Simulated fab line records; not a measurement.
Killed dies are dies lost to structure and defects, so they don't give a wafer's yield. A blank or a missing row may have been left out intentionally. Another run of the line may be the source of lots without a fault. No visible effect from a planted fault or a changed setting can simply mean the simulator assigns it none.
Which tool was responsible? | flow nand_harc | 18 wafers from 6 lots sampled at 6 of the route's 1159 steps

## WHAT EACH GAUGE READ, for each wafer
NHARC_END_SORT_01.
lot  | measured     | on        | defect_limited_yield (%)
L964 | day 22 05:23 | prober-01 | 94.1 95.1 92.3

## EACH LOT AND THE TOOL THAT RAN IT (in order: tool; ch and the chambers of the sampled wafers; start)
lot  | NHARC_P_M2_PRE_CLEAN_30                 | NHARC_P_M2_PVD_21                       | NHARC_P_M2_ECD_22              | NHARC_P_M2_CMP_23             | NHARC_P_BONDPAD_DEP_00
L954 | pvd_sputter-02, day 6 18:00 or earlier  | pvd_sputter-02, day 6 18:00 or earlier  | ecd_cu-01 ch 0,1, day 6 18:00  | cmp-04 ch 0,1,3, day 6 18:43  | pecvd-02 ch 0,1,2, day 6 19:45
L956 | pvd_sputter-02, day 7 00:07 or earlier  | pvd_sputter-02, day 7 00:07 or earlier  | ecd_cu-02 ch 0,1, day 7 00:07  | cmp-04 ch 0,1,3, day 7 00:51  | pecvd-04 ch 0,1,2, day 7 01:58
L957 | pvd_sputter-01, day 7 12:55 or earlier  | pvd_sputter-01, day 7 12:55 or earlier  | ecd_cu-02 ch 0,1, day 7 12:55  | cmp-01 ch 0,2,3, day 7 13:52  | pecvd-04 ch 0,1,2, no start
L961 | pvd_sputter-02, day 7 23:35 or earlier  | pvd_sputter-02, day 7 23:35 or earlier  | ecd_cu-02 ch 0, day 7 23:35    | cmp-01 ch 1,2,3, day 8 00:19  | pecvd-02 ch 0,1,2, no start
L964 | pvd_sputter-02, day 9 12:16 or earlier  | pvd_sputter-02, day 9 12:16 or earlier  | ecd_cu-01 ch 1, day 9 12:16    | cmp-01 ch 0,1,2, day 9 14:25  | pecvd-01 ch 0,2, day 22 05:23 or earlier
L970 | pvd_sputter-02, day 10 15:09 or earlier | pvd_sputter-02, day 10 15:09 or earlier | ecd_cu-01 ch 0,1, day 10 15:09 | cmp-03 ch 0,1,2, day 10 15:53 | pecvd-04 ch 0,1,2, day 10 16:58
- NHARC_P_M2_PRE_CLEAN_30: time 30 s.
- NHARC_P_M2_PVD_21: deposits Cu, target thk 30 nm, time 20.49 s.
- NHARC_P_M2_ECD_22: material Cu, target thk 400 nm.
- NHARC_P_M2_CMP_23: polishes, t overpolish 20 s, target thk 144.3 nm.
- NHARC_P_BONDPAD_DEP_00: deposits SiCN, target thk 250 nm.

## THE ANSWER, worked out from the rows above alone
Rule: the lots themselves supply what counts as usual. Put in order of their means at a reading, lots are off if they are a third of the lots or fewer, leave a main group of 4 or more, and stand apart from it by a gap of 3 or more times the standard deviation of the main group's means; of several such gaps the widest counts. A main group is skipped when, at the precision printed for the reading in the tables above, its means are all equal. Also off: a lot with no number at a reading for which 4 or more lots have one. Where the step has rows for the other lots, those lots are counted as sound.
Across all readings shown, no lot is off: no conclusion can be drawn from this.

## WHAT HAD BEEN PUT IN BY THE SIMULATOR
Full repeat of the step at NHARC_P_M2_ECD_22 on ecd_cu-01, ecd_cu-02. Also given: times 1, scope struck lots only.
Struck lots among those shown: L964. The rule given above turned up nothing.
